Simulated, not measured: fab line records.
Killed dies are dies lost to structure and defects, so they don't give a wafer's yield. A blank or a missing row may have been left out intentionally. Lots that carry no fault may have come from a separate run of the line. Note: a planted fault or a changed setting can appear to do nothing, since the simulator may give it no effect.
fab line records	flow nand_harc	part 2 of 2: steps 4 to 6 of 6
record lots=21	wafers=63	last_day=25
route steps=1159 shown P_BONDPAD@369 A_ZERO_WELL@404 A_CHANNEL_HOLE_D1@479 A_CHANNEL_FILL_D1@509
lots that met no fault: taken from a fault-free run of the same line
start_h: start of the lot's first displayed wafer, in hours after the record's first day	wait_h: hours elapsed since this lot's preceding step	" as in the row above	L1.1+2: one row covering several wafers at once	- no value, or no start given	* or withheld: withheld	< > ~ a bound
route shown NAME@n: a module of which the file shows steps, and the number in the route of the first	usual: mean/standard deviation of fault-free wafers	same: alike in all rows	chamber/n: place in a boat	sites: each site's reading	_std_site: the standard deviation of these	_edge_site: outer sites' mean less inner sites'	radius_mm: how far each site lies from the wafer's centre	mask NAME#n: copy n	behind: tool/chamber where the wafer was last shaped	hold: why the lot was held/for how many hours/how that ended	device: the transistor (n, p or np) that didn't switch	end of line: the same wafers' tests at the end of the route	for a step that has no rows: nothing shown but its recipe	killed: the dies lost at the first sort to structure and to defects; this is not the yield of the wafer	map: per-die view of a wafer (x killed, . not killed, _ where there is no die)
set.NAME: the run value of the setting; set.NAME@STEP: its run value at that earlier step	model.NAME: the simulator's own value behind a step, which no gauge read
route steps across a sampled set of lots; one table per step, one row per wafer
services: when a tool's chamber went out of use (start_h, in hours from the record's first day, below 0 if earlier), for how many hours, and the reason
## steps
# step NHARC_A_CHANNEL_HOLE_D1_ETCH_33
# recipe bias_v=400	source_w=2000	pressure_mtorr=25	time_s=90	ar_flow_sccm=375	c4f8_flow_sccm=41.7	o2_flow_sccm=83.3	temp_c=-20	target_depth_a=4000	chemistry=C4F8/O2/Ar
# usual drypump_motor_current_A=5.53/0.29	esc_clamp_current_uA=0.0212/0.00058	rf_fwd_power_W=1990/6.6	showerhead_plenum_p_Torr=3.81/0.12	throttle_valve_pct=27.619/0.011
lot.wafer	tool	chamber	start_h	wait_h	drypump_motor_current_A	esc_clamp_current_uA	rf_fwd_power_W	rf_hours_counter_h	showerhead_plenum_p_Torr	throttle_valve_pct
L074.2	har_etch-01	0	180.75	0.2	5.10	0.0213	1990	198	3.64	27.627
L074.3	"	0	"	"	5.09	0.0212	1985	-	3.64	27.630
L074.4	"	1	"	"	5.62	0.0203	1989	-	3.86	27.610
L075.1	har_etch-01	1	193.87	0.2	5.59	0.0203	1982	204	3.86	27.629
L075.4	"	1	"	"	5.58	0.0203	1985	-	3.86	27.630
L075.3	"	0	"	"	5.10	0.0213	1980	-	3.63	27.618
L076.1	har_etch-01	0	198.06	0.2	5.10	0.0213	1978	208	3.63	27.621
L076.3	"	0	"	"	5.09	0.0213	1982	-	3.63	27.623
L076.6	"	1	"	"	5.59	0.0203	1987	-	3.86	27.601
L079.1	har_etch-02	0	203.39	0.2	5.64	0.0218	1994	111	3.92	27.625
L079.4	"	1	"	"	5.89	0.0216	1990	-	3.92	27.615
L079.5	"	1	"	"	5.89	0.0216	1992	-	3.92	27.634
L080.2	har_etch-01	1	203.96	0.2	5.59	0.0203	1985	212	3.86	27.632
L080.6	"	1	"	"	5.58	0.0204	1991	-	3.86	27.609
L080.5	"	0	"	"	5.09	0.0214	1990	-	3.63	27.618
L078.2	har_etch-02	0	207.55	0.2	5.58	0.0218	1989	114	3.91	27.627
L078.5	"	1	"	"	5.88	0.0215	1976	-	3.91	27.610
L078.6	"	0	"	"	5.61	0.0217	1996	-	3.91	27.614
L082.2	har_etch-02	0	224.89	0.2	5.52	0.0218	1978	120	3.91	27.620
L082.1	"	1	"	"	5.88	0.0216	1994	120	3.91	27.611
L082.6	"	0	"	"	5.54	0.0219	2001	-	3.91	27.621
L081.2	har_etch-01	0	226.29	0.2	5.10	0.0213	1981	218	3.62	27.627
L081.5	"	0	"	"	5.10	0.0213	1983	-	3.62	27.637
L081.6	"	1	"	"	5.58	0.0203	1990	-	3.85	27.628
L083.4	har_etch-02	1	243.59	0.2	5.87	0.0216	1986	-	3.91	27.612
L083.3	"	0	"	"	5.63	0.0219	1997	-	3.91	27.617
L083.5	"	0	"	"	5.60	0.0218	2001	-	3.91	27.621
L084.1	har_etch-01	0	243.70	0.2	5.09	0.0213	1995	225	3.62	27.624
L084.5	"	0	"	"	5.08	0.0213	1994	-	3.62	27.629
L084.6	"	1	"	"	5.61	0.0203	1994	-	3.85	27.613
L085.2	har_etch-02	1	247.71	0.2	5.89	0.0216	1993	131	3.90	27.621
L085.3	"	0	"	"	5.60	0.0219	1994	-	3.90	27.609
L085.4	"	1	"	"	5.92	0.0216	1997	-	3.90	27.595
L086.4	har_etch-01	0	270.28	0.2	5.09	0.0213	1998	-	3.62	27.603
L086.3	"	1	"	"	5.60	0.0204	1996	-	3.84	27.600
L086.6	"	0	"	"	5.09	0.0213	1994	-	3.62	27.615
L088.2	har_etch-01	0	276.63	0.2	5.10	0.0213	1992	238	3.61	27.614
L088.6	"	0	"	"	5.10	0.0213	1994	-	3.61	27.623
L088.5	"	1	"	"	5.60	0.0203	1990	-	3.84	27.630
L089.3	har_etch-02	0	277.79	0.2	5.67	0.0218	1987	-	3.90	27.615
L089.4	"	1	"	"	5.90	0.0217	1996	-	3.90	27.626
L089.5	"	0	"	"	5.67	0.0218	1992	-	3.90	27.624
L090.1	har_etch-01	1	286.10	0.2	5.61	0.0203	1999	242	3.84	27.624
L090.4	"	0	"	"	5.10	0.0214	1990	-	3.61	27.615
L090.3	"	1	"	"	5.60	0.0204	1998	-	3.84	27.624
L091.2	har_etch-01	0	290.25	0.2	5.10	0.0214	1992	246	3.61	27.617
L091.3	"	0	"	"	5.10	0.0213	2007	-	3.61	27.608
L091.4	"	1	"	"	5.61	0.0203	1979	-	3.84	27.619
L092.2	har_etch-02	0	292.78	0.2	5.61	0.0219	1984	144	3.90	27.633
L092.1	"	1	"	"	5.90	0.0216	1993	144	3.90	27.614
L092.5	"	0	"	"	5.59	0.0219	1993	-	3.90	27.616
L093.2	har_etch-01	1	296.13	0.2	5.62	0.0203	1993	251	3.83	27.612
L093.4	"	0	"	"	5.10	0.0213	1986	-	3.61	27.605
L093.5	"	0	"	"	5.09	0.0213	1982	-	3.61	27.615
L094.1	har_etch-01	0	301.99	0.2	5.07	0.0213	1996	255	3.60	27.634
L094.3	"	1	"	"	5.60	0.0203	1977	-	3.83	27.629
L094.5	"	0	"	"	5.10	0.0213	1995	-	3.60	27.622
L096.1	har_etch-02	0	305.86	0.2	5.62	0.0218	1989	154	3.89	27.617
L096.3	"	1	"	"	5.88	0.0217	1994	-	3.89	27.620
L096.5	"	0	"	"	5.61	0.0218	1998	-	3.89	27.638
L097.2	har_etch-02	1	312.77	0.2	5.88	0.0217	1987	159	3.89	27.621
L097.4	"	0	"	"	5.61	0.0219	1990	-	3.89	27.634
L097.3	"	1	"	"	5.92	0.0216	1989	-	3.89	27.606
# step NHARC_A_CHANNEL_HOLE_D1_CD_MEAS_30
# usual cd_nm=90.0/1.9
lot.wafer	tool	chamber	start_h	wait_h	cd_nm
L074.2	cd_sem-01	-	182.29	-	90.5
L074.3	"	-	"	"	91.9
L074.4	"	-	"	"	91.9
L075.1	cd_sem-01	-	195.42	-	88.0
L075.3	"	-	"	"	91.6
L075.4	"	-	"	"	90.6
L076.1	cd_sem-01	-	199.60	-	89.1
L076.3	"	-	"	"	89.4
L076.6	"	-	"	"	85.8
L079.1	cd_sem-03	-	204.96	-	88.2
L079.4	"	-	"	"	89.8
L079.5	"	-	"	"	89.7
L080.2	cd_sem-02	-	205.52	-	93.6
L080.5	"	-	"	"	92.2
L080.6	"	-	"	"	89.7
L078.2	cd_sem-03	-	209.06	-	90.2
L078.5	"	-	"	"	87.8
L078.6	"	-	"	"	90.9
L082.1	cd_sem-02	-	226.43	-	93.0
L082.2	"	-	"	"	92.1
L082.6	"	-	"	"	92.2
L081.2	cd_sem-03	-	227.88	0.1	90.4
L081.5	"	-	"	"	89.4
L081.6	"	-	"	"	91.7
L083.3	cd_sem-02	-	245.07	-	92.0
L083.4	"	-	"	"	90.5
L083.5	"	-	"	"	93.3
L084.1	cd_sem-03	-	245.61	-	87.6
L084.5	"	-	"	"	84.2
L084.6	"	-	"	"	88.4
L085.2	cd_sem-02	-	249.22	-	89.3
L085.3	"	-	"	"	91.4
L085.4	"	-	"	"	89.1
L086.3	cd_sem-01	-	271.77	-	91.1
L086.4	"	-	"	"	91.8
L086.6	"	-	"	"	92.2
L088.2	cd_sem-01	-	278.17	-	89.3
L088.5	"	-	"	"	90.1
L088.6	"	-	"	"	89.0
L089.3	cd_sem-01	-	279.43	-	88.7
L089.4	"	-	"	"	91.3
L089.5	"	-	"	"	87.9
L090.1	cd_sem-03	-	287.62	-	87.6
L090.3	"	-	"	"	90.1
L090.4	"	-	"	"	91.8
L091.2	cd_sem-03	-	292.15	-	92.3
L091.3	"	-	"	"	90.3
L091.4	"	-	"	"	89.0
L092.1	cd_sem-03	-	294.33	-	89.6
L092.2	"	-	"	"	88.5
L092.5	"	-	"	"	89.5
L093.2	cd_sem-03	-	297.68	-	88.2
L093.4	"	-	"	"	88.4
L093.5	"	-	"	"	90.2
L094.1	cd_sem-01	-	303.57	-	92.3
L094.3	"	-	"	"	91.3
L094.5	"	-	"	"	90.7
L096.1	cd_sem-02	-	307.37	-	89.4
L096.3	"	-	"	"	87.8
L096.5	"	-	"	"	87.6
L097.2	cd_sem-02	-	314.29	-	92.4
L097.3	"	-	"	"	88.6
L097.4	"	-	"	"	88.8
# step NHARC_A_CHANNEL_FILL_D1_STRIP_29
# recipe time_s=20	o2_flow_sccm=500	ar_flow_sccm=0	bias_w=0	chemistry=O2
# usual drypump_motor_current_A=5.6/0.53	oes_product_au=1.002/0.015	rf_vpp_V=57.9/0.96	showerhead_plenum_p_Torr=3.60/0.17	throttle_valve_pct=17.036/0.0094
lot.wafer	tool	chamber	start_h	wait_h	drypump_motor_current_A	oes_product_au	rf_hours_counter_h	rf_vpp_V	showerhead_plenum_p_Torr	throttle_valve_pct
L074.2	rie_diel-13	3	223.96	0.1	5.3	1.010	3	57.1	3.59	17.050
L074.3	"	0	"	"	5.3	1.003	3	56.3	3.33	17.028
L074.4	"	3	"	"	5.3	1.014	-	59.3	3.59	17.046
L075.4	rie_diel-02	1	-	-	6.7	1.010	3	59.5	3.63	17.027
L075.1	"	2	"	"	5.7	1.008	3	57.6	3.80	17.046
L075.3	"	3	"	"	5.3	0.974	3	57.0	3.78	17.027
L076.3	rie_diel-02	0	-	-	5.1	0.985	3	58.6	3.40	17.047
L076.1	"	1	"	"	6.6	0.998	3	59.6	3.63	17.032
L076.6	"	3	"	"	5.3	0.976	-	59.1	3.78	17.028
L079.1	rie_diel-13	0	245.56	0.1	5.3	1.016	3	57.8	3.33	17.019
L079.4	"	3	"	"	5.3	1.005	-	59.1	3.59	17.031
L079.5	"	0	"	"	5.3	1.009	-	56.6	3.33	17.043
L080.2	rie_diel-13	3	-	-	5.3	1.001	3	57.9	3.59	17.042
L080.6	"	3	"	"	5.3	0.989	-	58.3	3.59	17.043
L080.5	"	0	"	"	5.3	0.999	-	56.8	3.33	17.038
L078.2	rie_diel-02	3	-	-	5.2	0.976	3	59.5	3.78	17.056
L078.6	"	2	"	"	5.7	1.011	-	58.7	3.80	17.047
L078.5	"	3	"	"	5.3	0.986	-	59.4	3.78	17.033
L081.2	rie_diel-02	0	-	-	5.1	0.975	4	56.3	3.40	17.042
L081.5	"	1	"	"	6.7	1.005	-	58.6	3.63	17.039
L081.6	"	2	"	"	5.7	1.009	-	59.1	3.79	17.030
L082.1	rie_diel-02	1	-	-	6.7	1.006	5	56.9	3.63	17.049
L082.2	"	2	"	"	5.7	1.017	4	57.4	3.79	17.025
L082.6	"	2	"	"	5.7	1.022	-	58.8	3.79	17.061
L084.1	rie_diel-02	2	289.46	0.2	5.7	1.008	5	58.6	3.79	17.046
L084.6	"	3	"	"	5.3	0.978	-	57.1	3.78	17.038
L084.5	"	1	"	"	6.6	1.001	-	59.1	3.63	17.035
L083.4	rie_diel-13	0	-	-	5.3	1.007	0	57.6	3.33	17.024
L083.3	"	2	"	"	5.3	0.996	0	58.6	3.72	17.034
L083.5	"	3	"	"	5.2	0.999	-	57.4	3.59	17.025
L085.2	rie_diel-02	2	293.59	0.1	5.7	1.010	6	58.9	3.79	17.031
L085.3	"	3	"	"	5.3	0.973	5	59.0	3.78	17.046
L085.4	"	2	"	"	5.7	1.027	-	58.8	3.79	17.028
L086.3	rie_diel-05	0	-	-	5.6	0.982	31	57.3	3.32	17.035
L086.4	"	1	"	"	5.4	0.978	32	58.5	3.42	17.045
L086.6	"	0	"	"	5.6	0.981	-	59.3	3.32	17.027
L088.2	rie_diel-02	2	-	-	5.7	1.021	6	58.8	3.79	17.031
L088.5	"	1	"	"	6.7	1.004	-	57.5	3.63	17.036
L088.6	"	2	"	"	5.7	1.030	-	57.5	3.79	17.041
L089.4	rie_diel-13	3	-	-	5.3	1.009	1	57.9	3.59	17.045
L089.3	"	0	"	"	5.3	1.003	1	56.1	3.33	17.044
L089.5	"	1	"	"	6.4	1.014	-	58.3	3.62	17.045
L090.4	rie_diel-05	3	-	-	5.6	1.002	31	58.9	3.39	17.043
L090.3	"	0	"	"	5.6	0.988	33	57.9	3.32	17.036
L090.1	"	1	"	"	5.4	0.988	34	57.6	3.42	17.020
L092.1	rie_diel-13	2	-	-	5.3	1.002	1	57.5	3.72	17.037
L092.2	"	0	"	"	5.3	1.011	1	57.2	3.33	17.034
L092.5	"	2	"	"	5.3	0.997	-	58.0	3.72	17.021
L091.4	rie_diel-02	2	-	-	5.7	1.042	0	58.0	3.79	17.036
L091.3	"	0	"	"	5.1	1.011	0	57.0	3.40	17.029
L091.2	"	1	"	"	6.7	1.011	0	60.1	3.63	17.037
L093.2	rie_diel-13	2	-	-	5.3	1.003	1	57.9	3.72	17.038
L093.4	"	3	"	"	5.2	1.007	2	57.9	3.59	17.037
L093.5	"	1	"	"	6.5	1.002	-	57.5	3.62	17.020
L094.3	rie_diel-02	0	-	-	5.1	1.003	0	57.9	3.40	17.045
L094.1	"	2	"	"	5.7	1.051	0	60.2	3.79	17.029
L094.5	"	1	"	"	6.6	1.001	-	56.8	3.63	17.045
L096.1	rie_diel-02	2	-	-	5.7	1.034	0	56.8	3.79	17.024
L096.3	"	3	"	"	5.2	0.988	0	57.6	3.78	17.031
L096.5	"	1	"	"	6.6	1.002	-	58.2	3.63	17.037
L097.4	rie_diel-13	1	-	-	6.5	0.997	2	56.6	3.62	17.026
L097.3	"	2	"	"	5.4	0.993	2	59.3	3.72	17.042
L097.2	"	0	"	"	5.3	0.997	2	57.2	3.33	17.026
## services
tool	chamber	start_h	hours	kind
rie_diel-01	2	115.69	2.7	repair
rie_diel-06	0	119.59	7.8	repair
rie_diel-06	3	126.93	1.4	repair
rie_diel-01	-	137.82	9.0	pm
rie_diel-02	-	150.70	9.0	pm
rie_diel-10	-	176.50	9.0	pm
rie_diel-09	0	204.65	5.0	repair
rie_diel-13	1	219.17	28.8	repair
rie_diel-02	-	220.32	0.4	repair
rie_diel-13	3	224.05	9.2	repair
rie_diel-13	0	224.48	4.3	repair
rie_diel-01	-	228.51	2.2	repair
rie_diel-06	-	241.20	9.0	pm
rie_diel-09	-	254.10	9.0	pm
rie_diel-06	0	256.50	3.1	repair
rie_diel-06	3	258.95	12.6	repair
rie_diel-13	1	266.29	8.9	repair
rie_diel-13	-	276.00	9.0	pm
rie_diel-09	2	280.98	13.6	repair
rie_diel-02	0	281.82	13.9	repair
rie_diel-09	3	285.82	5.2	repair
har_etch-01	-	308.40	17.0	pm
rie_diel-02	-	327.74	9.0	pm
rie_diel-06	1	354.61	79.9	repair
